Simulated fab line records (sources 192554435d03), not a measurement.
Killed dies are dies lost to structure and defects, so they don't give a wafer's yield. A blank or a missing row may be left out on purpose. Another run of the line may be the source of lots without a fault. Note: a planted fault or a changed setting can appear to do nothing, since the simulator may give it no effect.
fab line records + flow n5-finfet
[record]
- lots = 4
- wafers = 10
- last-day = 18
route steps=1938 shown BEOL_M4@1099 BEOL_M5@1112 BEOL_M14@1764 BEOL_M15@1830 PASSIVATION@1936
lots that met no fault: from a run of the same line without faults
start-h: the number of hours between the record's first day and the start of the first shown wafer of the lot + wait-h: how many hours have passed since the lot's step before this one + " repeats the value in the row above + L1.1+2: one row covering several wafers at once + - no value, or no start given + * or withheld: withheld + < > ~ a bound
route shown NAME@n: a module of which the file shows steps, and the number in the route of the first + usual: the fault-free wafers' mean and standard deviation + same: alike in all rows + chamber/n: place in a boat + sites: each site's reading + _std_site: the values' standard deviation + _edge_site: mean of outer sites minus mean of inner sites + radius-mm: for every site, how far away it sits from the centre of the wafer + mask NAME#n: copy n + behind: the tool/chamber that last shaped the wafer + hold: reason for holding the lot/hours on hold/outcome of the hold + device: which transistor (n, p or np) failed to switch + end of line: the route-end tests of the same wafers + a step given without rows: its recipe and nothing more + killed: dies that structure and defects cost at the first sort, which is not the same as the wafer's yield + map: shows each die of a wafer: x if killed, . if not, _ if none is there
set.NAME: setting as actually run; set.NAME@STEP: the setting as run at that earlier step + model.NAME: the simulator's own value behind a step, which no gauge read
lots at some steps of the route; a table a step, a row a wafer
services: from which hour (start-h, from the record's first day; less than 0 if before it) a tool's chamber was out of use, for how many hours, and why
[[steps]]
[step N5_BEOL_M4_ANNEAL_95]
[recipe]
- temp-c = 400
- time-s = 240
- ambient = vacuum
[step N5_BEOL_M4_SPUTTER_96]
[recipe]
- material = Cu
- target-thk-a = 45
- temp-c = -20
- chamber-pressure-pa = 0.07
- power-w = withheld
- time-s = 8.29
[step N5_BEOL_M4_ECD_50]
[recipe]
- material = Cu
- target-thk-a = 3000
[step N5_BEOL_M4_ANNEAL_51]
[recipe]
- temp-c = 225
- time-s = 90
- ambient = N2
[step N5_BEOL_M4_CMP_52]
[recipe]
- stop-on = SiOC
- t-overpolish-s = 6.8
- down-force-psi = 1
- platen-rpm = 50
- clearing-platen-down-force-psi = 1.5
- clearing-platen-rpm = 50
- post-cmp-clean = cu-alkaline
- target-thk-nm = 40
- clearing-platen-pad-velocity-m-s = 0.99484
- pad-velocity-m-s = 0.99484
[step N5_BEOL_M4_PRE_CLEAN_60]
[recipe]
- gas = NH3/H2
- time-s = 15
- temp-c = *
- rf-power-w = 300
[step N5_BEOL_M4_CO_CAP_55]
[recipe]
- material = Co
- target-thk-a = 20
- temp-c = 200
- precursor = CCTBA/H2
- pressure-torr = 30
- time-s = 102.1
[step N5_BEOL_M4_PRE_CLEAN_56]
[recipe]
- gas = NH3
- time-s = 15
- temp-c = withheld
- rf-power-w = 300
[step N5_BEOL_M4_DEP_57]
[recipe]
- material = SiCN
- target-thk-a = 80
- temp-c = withheld
- precursor = 3MS/NH3
- pressure-torr = 3
- rf-w = 202
- time-s = 14
[step N5_BEOL_M4_RC_MEAS_101]
[usual]
- DIBL_N = 35.1/1.6
- DIBL_P = 34.9/1.8
- IOFF_N = 0.143/0.026
- IOFF_P = 0.21/0.037
- ION_N = 671/11
- ION_P = 463/7.8
- SS_N = 71.2/0.58
- SS_P = 73.0/0.54
- VT_N = 251/3
- VT_P = -250/4.1
| lot.wafer | tool      | chamber | start-h | wait-h | DIBL_N[mV/V] | DIBL_P[mV/V] | IOFF_N[nA/um] | IOFF_P[nA/um] | ION_N[uA/um] | ION_P[uA/um] | SS_N[mV/dec] | SS_P[mV/dec] | VT_N[mV] | VT_P[mV] |
|-----------|-----------|---------|---------|--------|--------------|--------------|---------------|---------------|--------------|--------------|--------------|--------------|----------|----------|
| L602.1    | prober-01 | 0       | 196.16  | 0.0    | 33.1         | 32.3         | 0.121         | 0.16          | 664          | 458          | 70.9         | 72.4         | 252      | -256     |
| L602.2    | "         | 0       | "       | "      | 33.7         | 32.6         | 0.119         | 0.16          | 658          | 454          | 71.7         | 72.9         | 256      | -256     |
| L602.4    | "         | 0       | "       | "      | 32.3         | 32.0         | 0.117         | 0.15          | 667          | 458          | 71.0         | 72.7         | 251      | -257     |
| L604.1    | prober-02 | 0       | 211.18  | 0.0    | 36.1         | 37.0         | 0.181         | 0.27          | 673          | 466          | 72.0         | 73.5         | 248      | -244     |
| L604.3    | "         | 0       | "       | "      | 33.7         | 34.1         | 0.138         | 0.22          | 664          | 464          | 71.2         | 72.5         | 249      | -245     |
| L606.1    | prober-01 | 0       | 236.98  | 0.0    | 34.0         | 32.9         | 0.116         | 0.15          | 658          | 451          | 71.4         | 72.6         | 255      | -255     |
| L606.4    | "         | 0       | "       | "      | 36.9         | 36.6         | 0.158         | 0.17          | 677          | 456          | 71.6         | 73.3         | 251      | -257     |
| L618.3    | prober-01 | 0       | 318.04  | 0.3    | 37.0         | 37.2         | 0.151         | 0.23          | 654          | 459          | 72.1         | 73.3         | 251      | -246     |
| L618.5    | "         | 0       | "       | "      | 36.2         | 35.3         | 0.142         | 0.21          | 663          | 463          | 71.6         | 72.9         | 251      | -250     |
| L618.6    | "         | 0       | "       | "      | 32.8         | 32.6         | 0.102         | 0.17          | 661          | 468          | 70.6         | 72.5         | 256      | -249     |
[step N5_BEOL_M5_ILD_DEP_00]
[recipe]
- material = SiCOH_lowk
- target-thk-a = 1406.4
- temp-c = 300
- precursor = DEMS/porogen
- pressure-torr = 5
- rf-w = 500
- time-s = 25.9
[step N5_BEOL_M5_CURE_79]
[recipe]
- temp-c = 385
- time-s = 240
- ambient = He/Ar
- material = SiCOH_lowk
[step N5_BEOL_M5_PECVD_70]
[recipe]
- material = SiO2
- target-thk-a = 160
- temp-c = 400
- precursor = TEOS/O2
- pressure-torr = 5.5
- rf-w = 450
- teos-flow-sccm = 53.8
- gas = O2
- flow-sccm = 3000
- time-s = 18
[step N5_BEOL_M5_HM_DEP_02]
[recipe]
- material = TiN
- target-thk-a = 200
- temp-c = 25
- chamber-pressure-pa = 0.49996
[step N5_BEOL_M5_COAT_59]
[recipe]
- resist = SOC
- temp-c = 250
- time-s = 60
- spin-rpm = 1500
- resist-thk-nm = 60
[step N5_BEOL_M5_COAT_60]
[recipe]
- resist = SiARC
- temp-c = 220
- time-s = 60
- spin-rpm = 1500
- resist-thk-nm = 12
[step N5_BEOL_M5_COAT_71]
[recipe]
- resist = underlayer
- temp-c = 205
- time-s = 60
- spin-rpm = 1500
- resist-thk-nm = 5
[step N5_BEOL_M5_COAT_05]
[recipe]
- resist = CAR-EUV
- spin-rpm = 1500
- resist-thk-nm = 30
[step N5_BEOL_M5_EBR_07]
[recipe]
- solvent = PGMEA
- ebr-width-mm = 1.5
[step N5_BEOL_M5_SOFTBAKE_06]
[recipe]
- temp-c = 110
- time-s = 60
- resist = CAR-EUV
[step N5_BEOL_M5_EXPOSE_08]
[recipe]
- mask-id = M5
- na = 0.33
- source-shape = annular
- sigma-inner = 0.4
- sigma-outer = 0.8
- polarization = unpolarized
- target-cd-nm = 28
- dose-mj = 35.75
[step N5_BEOL_M5_PEB_09]
[recipe]
- peb-temp-c = 100
- peb-time-s = 60
- resist = CAR-EUV
[step N5_BEOL_M5_DEVELOP_10]
[recipe]
- develop-time-s = 30
- developer = TMAH
- resist = CAR-EUV
- rinse-liquid = surfactant-rinse
- dry = air-spin
- dev-temp-c = 23
[step N5_BEOL_M5_DESCUM_16]
[recipe]
- chemistry = O2
- time-s = 7
- source-power-w = 50
- bias-power-w = 20
- pressure-mtorr = 20
- rf-frequency-hz = 2.712e+07
- temp-c = 40
- resist = CAR-EUV
- o2-flow-sccm = 225
[step N5_BEOL_M5_ETCH_72]
[recipe]
- chemistry = N2/H2
- target = underlayer
- target-depth-a = 65
- mask-material = CAR-EUV
- time-s = 5.2
- ion-energy-ev = 200
- pressure-mtorr = 30
- source-w = 840
- bias-w = 150
- n2-flow-sccm = 200
- h2-flow-sccm = 200
- ends = cleared
[step N5_BEOL_M5_ETCH_61]
[recipe]
- chemistry = CF4
- target = SiARC
- target-depth-a = 156
- mask-material = CAR-EUV
- time-s = 26
- ion-energy-ev = 80
- pressure-mtorr = 40
- source-w = 545
- bias-w = 36
- Ar_flow_sccm = 100
- cf4-flow-sccm = 100
- ends = cleared
[step N5_BEOL_M5_ETCH_62]
[recipe]
- chemistry = N2/H2
- target = SOC
- target-depth-a = 750
- overetch-a = 150
- mask-material = SiARC
- temp-c = 40
- time-s = 112.5
- ion-energy-ev = 200
- pressure-mtorr = 30
- source-w = 840
- bias-w = 150
- n2-flow-sccm = 200
- h2-flow-sccm = 200
[step N5_BEOL_M5_STRIP_63]
[recipe]
- chemistry = N2/H2
- temp-c = 40
- n2-flow-sccm = 200
- h2-flow-sccm = 200
- rf-frequency-hz = 6e+07
[step N5_BEOL_M5_STRIP_73]
[recipe]
- chemistry = N2/H2
- temp-c = 40
- n2-flow-sccm = 200
- h2-flow-sccm = 200
- rf-frequency-hz = 6e+07
[step N5_BEOL_M5_STRIP_64]
[recipe]
- chemistry = CF4
- resist = SiARC
- power-w = 300
- bias-power-w = 75
- pressure-mtorr = 50
- cf4-flow-sccm = 150
- rf-frequency-hz = 6e+07
[step N5_BEOL_M5_HM_OPEN_17]
[recipe]
- chemistry = Cl2/BCl3
- target-depth-a = 200
- overetch-a = 60
- target = TiN
- mask-material = SOC
- ion-energy-ev = 150
- pressure-mtorr = 10
- icp-w = 1000
- bias-w = 126
- Cl2_flow_sccm = 53.25
- bcl3-flow-sccm = 21.75
- Ar_flow_sccm = 25
[step N5_BEOL_M5_STRIP_19]
[recipe]
- chemistry = O2
- power-w = 400
- temp-c = 40
- pressure-mtorr = 30
- rf-frequency-hz = 6e+07
- bias-power-w = 0
- overash-fraction = 0.2
- o2-flow-sccm = 225
[step N5_BEOL_M5_COAT_65]
[recipe]
- resist = SOC
- temp-c = 250
- time-s = 60
- spin-rpm = 1500
- resist-thk-nm = 60
[step N5_BEOL_M5_COAT_66]
[recipe]
- resist = SiARC
- temp-c = 220
- time-s = 60
- spin-rpm = 1500
- resist-thk-nm = 12
[step N5_BEOL_M14_SPUTTER_45]
[recipe]
- material = Cu
- target-thk-a = 1000
- temp-c = -20
- bias-v = 60
- power-w = 26000
- chamber-pressure-pa = 0.13
- time-s = 16.67
[usual]
- throttle-valve-pct = 30.8/1
| lot.wafer | tool           | chamber | start-h | wait-h | throttle-valve-pct |
|-----------|----------------|---------|---------|--------|--------------------|
| L602.1    | pvd-sputter-02 | -       | 300.96  | 0.0    | 31.6               |
| L602.2    | "              | -       | "       | "      | 30.3               |
| L602.4    | "              | -       | "       | "      | 32.5               |
| L604.1    | pvd-sputter-02 | -       | 311.65  | 0.0    | 30.3               |
| L604.3    | "              | -       | "       | "      | 29.8               |
| L606.1    | pvd-sputter-02 | -       | 323.52  | 0.0    | 31.5               |
| L606.4    | "              | -       | "       | "      | 32.2               |
| L618.3    | pvd-sputter-01 | -       | 400.88  | 0.0    | 31.0               |
| L618.5    | "              | -       | "       | "      | 32.3               |
| L618.6    | "              | -       | "       | "      | 29.6               |
[step N5_BEOL_M15_RC_MEAS_101]
[usual]
- COMB_M10 = 1.49e-11/2.9e-12
- COMB_M11 = 1.6e-11/3.4e-12
- COMB_M12 = 6.7e-12/1.7e-12
- COMB_M13 = 5.2e-12/1.5e-12
- COMB_M14 = 4e-12/1.3e-12
- COMB_M15 = 2.8e-12/1.2e-12
- COMB_M5 = 3.8e-11/7.7e-12
- COMB_M6 = 2.6e-11/5.3e-12
- COMB_M7 = 2.7e-11/5.6e-12
- COMB_M8 = 2.5e-11/5.9e-12
- COMB_M8_max_site = 3.7e-11/9.3e-12
- COMB_M9 = 1.5e-11/3.2e-12
- COMB_M9_max_site = 2.2e-11/5.4e-12
- SERP_M10 = 3.05/0.082
- SERP_M11 = 3.06/0.085
- SERP_M12 = 0.644/0.018
- SERP_M13 = 0.308/0.0066
- SERP_M14 = 0.161/0.0035
- SERP_M14_max_site = 0.163/0.0036
- SERP_M5 = 39.0/1.6
- SERP_M6 = 13.7/0.46
- SERP_M7 = 13.7/0.55
- SERP_M8 = 13.7/0.5
- SERP_M9 = 3.06/0.088
| lot.wafer | tool      | chamber | start-h | wait-h | COMB_M10[S/m] | COMB_M11[S/m] | COMB_M12[S/m] | COMB_M13[S/m] | COMB_M14[S/m] | COMB_M15[S/m] | COMB_M5[S/m] | COMB_M6[S/m] | COMB_M7[S/m] | COMB_M8[S/m] | COMB_M8_max_site[S/m] | COMB_M9[S/m] | COMB_M9_max_site[S/m] | SERP_M10[ohm/um] | SERP_M11[ohm/um] | SERP_M12[ohm/um] | SERP_M13[ohm/um] | SERP_M14[ohm/um] | SERP_M14_max_site[ohm/um] | SERP_M5[ohm/um] | SERP_M6[ohm/um] | SERP_M7[ohm/um] | SERP_M8[ohm/um] | SERP_M9[ohm/um] |
|-----------|-----------|---------|---------|--------|---------------|---------------|---------------|---------------|---------------|---------------|--------------|--------------|--------------|--------------|-----------------------|--------------|-----------------------|------------------|------------------|------------------|------------------|------------------|---------------------------|-----------------|-----------------|-----------------|-----------------|-----------------|
| L602.1    | prober-01 | 0       | 307.23  | 0.0    | 1.69e-11      | 1.6e-11       | 6.8e-12       | 4.9e-12       | 4.4e-12       | 3.9e-12       | 2.9e-11      | 2.2e-11      | 2.3e-11      | 2.5e-11      | 3.8e-11               | 2e-11        | 2.4e-11               | 3.06             | 3.09             | 0.658            | 0.317            | 0.162            | 0.164                     | 37.8            | 14.4            | 13.5            | 14.8            | 3.10            |
| L602.2    | "         | 0       | "       | "      | 1.5e-11       | 2.1e-11       | 8.3e-12       | 5.4e-12       | 5.8e-12       | 3.5e-12       | 3.1e-11      | 2.9e-11      | 2.7e-11      | 2.2e-11      | 3e-11                 | 1.5e-11      | 2e-11                 | 3.09             | 3.01             | 0.660            | 0.316            | 0.155            | 0.156                     | 37.0            | 13.4            | 14.6            | 13.9            | 3.17            |
| L602.4    | "         | 0       | "       | "      | 1.26e-11      | 1.6e-11       | 9.8e-12       | 4.3e-12       | 5.1e-12       | 3.9e-12       | 3.7e-11      | 2.8e-11      | 2.8e-11      | 2.9e-11      | 3.5e-11               | 1.5e-11      | 2.1e-11               | 2.99             | 3.23             | 0.661            | 0.303            | 0.162            | 0.164                     | 38.7            | 14.2            | 13.4            | 14.1            | 3.08            |
| L604.1    | prober-02 | 0       | 318.17  | 0.0    | 1.41e-11      | 2.2e-11       | 3.5e-12       | 4.9e-12       | 3.1e-12       | 2e-12         | 3.5e-11      | 2.6e-11      | 2.3e-11      | 3.5e-11      | 5e-11                 | 1.2e-11      | 1.9e-11               | 3.15             | 3.04             | 0.629            | 0.316            | 0.157            | ~370.37                   | 41.0            | 13.7            | 14.5            | 14.1            | 3.04            |
| L604.3    | "         | 0       | "       | "      | 1.46e-11      | 1.5e-11       | 4.7e-12       | 2e-12         | 1.5e-12       | 1.8e-12       | 3.8e-11      | 2.1e-11      | 1.9e-11      | 1.7e-11      | 3.3e-11               | 1e-11        | 1.2e-11               | 3.13             | 3.02             | 0.648            | 0.319            | 0.153            | 0.155                     | 41.4            | 13.3            | 14.7            | 14.1            | 3.14            |
| L606.1    | prober-02 | 0       | 331.95  | 0.1    | 1.83e-11      | 2.1e-11       | 5.3e-12       | 5.7e-12       | 3.8e-12       | 1.1e-12       | 2.9e-11      | 2.1e-11      | 2.2e-11      | 3.7e-11      | 4.6e-11               | 8e-12        | 1.1e-11               | 2.95             | 3.02             | 0.650            | 0.317            | 0.154            | ~370.37                   | 37.0            | 13.7            | 14.2            | 13.8            | 3.07            |
| L606.4    | "         | 0       | "       | "      | 1.35e-11      | 8e-12         | 6.3e-12       | 3.2e-12       | 2.6e-12       | 1e-12         | 3.3e-11      | 1.8e-11      | 2.8e-11      | 2.6e-11      | 3.8e-11               | 1.3e-11      | 1.8e-11               | 2.96             | 3.17             | 0.616            | 0.306            | 0.154            | 0.157                     | 39.2            | 13.8            | 13.5            | 13.6            | 3.07            |
| L618.3    | prober-02 | 0       | 408.84  | 0.3    | 2.14e-11      | 1.4e-11       | 4.5e-12       | 4.2e-12       | 3.1e-12       | 2e-12         | 3.5e-11      | 3.7e-11      | 2.4e-11      | 2.5e-11      | 3.6e-11               | 1.1e-11      | 2e-11                 | 2.96             | 3.05             | 0.656            | 0.298            | 0.167            | 0.168                     | 38.6            | 14.4            | 12.8            | 13.2            | 3.10            |
| L618.5    | "         | 0       | "       | "      | 2.02e-11      | 1.8e-11       | 5e-12         | 2e-12         | 2.2e-12       | 2.6e-12       | 3.4e-11      | 2.1e-11      | 3.1e-11      | 3.1e-11      | 3.5e-11               | 1e-11        | 1.5e-11               | 2.93             | 2.87             | 0.635            | 0.309            | 0.161            | 0.163                     | 40.0            | 14.4            | 13.1            | 13.5            | 3.04            |
| L618.6    | "         | 0       | "       | "      | 2.21e-11      | 2e-11         | 4.7e-12       | 2.4e-12       | 3.2e-12       | 2.6e-12       | 3.8e-11      | 3.1e-11      | 2.5e-11      | 2.4e-11      | 4.2e-11               | 1.4e-11      | 1.7e-11               | 2.96             | 3.08             | 0.646            | 0.309            | 0.161            | 0.164                     | 40.8            | 14.0            | 12.8            | 13.7            | 3.19            |
[step N5_PASSIVATION_PROBE_49]
[usual]
- defect-limited-yield = 91.1/1.4
- killed_at_M0_to_M3 = 36/11
- killed_at_M4_up = 14/5.2
- killed-at-contacts = 12/6.1
- killed-at-front-end = 40/12
- killed-at-other = 3.2/2.5
- killed-dies = 105/16
- killed-on-rim = 14/4.4
- killed-open = 68/12
- killed-short = 35/8.7
- sort_bin_5_function = 5.2/0.89
- sort_bin_6_memory = 3.3/0.66
- sort-n-pass = 1074/16
- sort-yield-pct = 91.1/1.4
[same]
- gross-dies = 1180
- killed-at-back-side = 0
- sort_bin_4_leakage[%] = 0
- sort_bin_8_speed[%] = 0
| lot.wafer | tool      | chamber | start-h | wait-h | defect-limited-yield[%] | killed_at_M0_to_M3 | killed_at_M4_up | killed-at-contacts | killed-at-front-end | killed-at-other | killed-dies | killed-on-rim | killed-open | killed-short | sort_bin_5_function[%] | sort_bin_6_memory[%] | sort-n-pass | sort-yield-pct[%] |
|-----------|-----------|---------|---------|--------|-------------------------|--------------------|-----------------|--------------------|---------------------|-----------------|-------------|---------------|-------------|--------------|------------------------|----------------------|-------------|-------------------|
| L604.1    | prober-01 | -       | 332.86  | 0.0    | 73.7                    | 55                 | 215             | 13                 | 24                  | 3               | 310         | 47            | 66          | 35           | 18.0                   | 8.1                  | 870         | 73.7              |
| L606.1    | prober-02 | -       | 349.16  | 0.0    | 74.7                    | 34                 | 226             | 4                  | 35                  | 0               | 299         | 40            | 58          | 28           | 15.9                   | 9.1                  | 881         | 74.7              |
// killed by level:class
L604.1 BEOL_M14:interface-void-opened=209 BEOL_M0_SAQP:geometric-particle:short=15 BEOL_M2:geometric-particle:open=14 BEOL_M0_SAQP:geometric-particle:open=12 MOL_CONTACT_COAG:geometric-particle:open=10 BEOL_M1:geometric-particle:open=6 BEOL_M2:geometric-particle:short=6 STI_FIN_REVEAL:geometric-particle:open=4
L606.1 BEOL_M14:interface-void-opened=209 FIN_SAQP:geometric-particle:open=12 BEOL_M0_SAQP:geometric-particle:short=9 BEOL_M0_SAQP:geometric-particle:open=7 STI_FIN_REVEAL:geometric-particle:open=6 BEOL_M2:geometric-particle:open=6 BEOL_M4:geometric-particle:open=5 BEOL_M8:geometric-particle:open=4
// map L604.1 (x killed, . not)
_________________x...x.x.....________________
______________x....x.x..xx.....x_____________
___________.x.x.......x.x...xx....x__________
__________..x.x..x...x.x.....xx.x..x_________
________.x.......xx..xx.x.xx.x.x.....x_______
_______......................x....xxxx.______
______.x..........x...x..x....x..x....xx_____
_____.......x..x......x....x.x...x.......____
____.x.x..xx....x...x.....x.xx.x......x...___
___x...x.....x.........x...x...x......x....__
___x....xx...x.....x........x..xx...x.....x__
__.......x......xxx.....x...x....x....x....x_
__.........x..x...x.....x.......x...xx..x..._
_xx..x.....x........xx....x.....x.x.x..xx....
_x..........x.x....xxx.x.....xx.x......x..xx.
_.........xxx.x.......x.......x..x.x.xx......
_..x.x.xx.xx....x.......x....xx..x.....x.x..x
_x..x...x....xx.........x.......x..........x.
_....x....x.x.......x.x...xx..x...xx.x.......
_..xx............xx..x..x.......x....x..xx...
_x.x...x.....x..x.x....x....xx.....x........x
__.x...x........x..x.x..x..x....x...x.....x._
__..x...xx...x...xx....x.........x........x._
___x..x.xx.xx.x.............x.....xx.xx....__
___.......x.x.x...x..x.x.x......xxxxx.x..xx__
____x.....x.....x.....x.xx.xxx.xxx...x..x.___
_____..xx..x.x..x.....xx...x......x.xxx..____
______.x.x...x.x......x...x....x.x.xx.x._____
_______.x.....x.xx...........x..x.....x______
________..x....x.x...x..xx...x..xx..xx_______
__________....x..x.......x.....x...._________
___________xx....x.x..x...xx.x.....__________
______________x....x......xx...._____________
_________________.x..x...x.x.________________
// map L606.1 (x killed, . not)
_________________x......x..x.________________
______________.....x..xx....x..._____________
___________.x..xx.x.....x.xx.x.xx..__________
__________xxx.....x....x..x..x......_________
________......x.xx..x..........x..xx.x_______
_______..x..............xxx..x...xx..xx______
______x.x......x.x..........xx...xx..x.._____
_____..xxx...........x.xx..x.x....xx...x.____
____.x...x.x..x....x.x.x...xx.....x..x...x___
___.x.....x...............xx....x..........__
___..x......xx....x........x...x..........x__
__..x.....x......x..x..x........x......x...x_
__.x.xxx.xx.xxx...x..xx.x.....x......xx....._
_...............xx...x........x....x.x.....x.
_xx.x..x........x.......xx.xxx...x....x..xx.x
_xxx.......x...x...............xx...xx.x...x.
_.xxx...xx..x.x.....xx.......x........x.x.x..
_....x.x......x...x..x...x..x...xx.x.xx.x..x.
_.xx..x....x.x..x..x.xx.xx.x....xxx..x.......
_..........x.x......x.........x.x......x...xx
_x..x..x.....xxx.x.x..x.x...xx..x.....xxx.x..
__........x..x..xx..........x..x..x.x......._
__.x....x..........x....x.......xx.x...x..x._
___....x...x...x......................x....__
___...xx..xxx.x.............xx......x..x.x.__
____xx.x....xx........x.....x.....x....x..___
_____x.x.....x....x.x..xx.....xxxx......x____
______......x......x.xxx...x....x..x...._____
_______..x...x..x..x......xx..xx..x.x..______
________...........xx........xx......._______
__________x...x.x....x...........x.._________
___________....x.............x...xx__________
______________............x..x.x_____________
_________________....x.....x.________________
[[services]]
| tool           | chamber | start-h | hours | kind   |
|----------------|---------|---------|-------|--------|
| pvd-sputter-02 | -       | 394.73  | 1.5   | repair |
[[key]]
[first-sign]
- step = N5_BEOL_M15_RC_MEAS_101
- reading = SERP_M14_max_site
- direction = up
- sigmas = 99+
- usual = 0.163
- struck = ~370.37
[effect]
- step = N5_PASSIVATION_PROBE_49
- reading = killed_at_M4_up
- direction = up
- sigmas = 40
- usual = 14
- struck = 220
[more-kills-born-at]
- N5_BEOL_M14_SPUTTER_45@pvd-sputter-02 = 418
met-at N5_BEOL_M14_SPUTTER_45
struck-wafers L604.1,L606.1
onset-between 300.96 311.65
[fault]
- kind = process-parameter-drift
- tool = pvd-sputter-02
- chamber = -
- onset-h = 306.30
- steps = N5_BEOL_M14_SPUTTER_45
- channel = time-s
- offset = *
- shape = step
- end-h = 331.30
- scope = struck-wafers-only
- acts-in = *
- stated = *
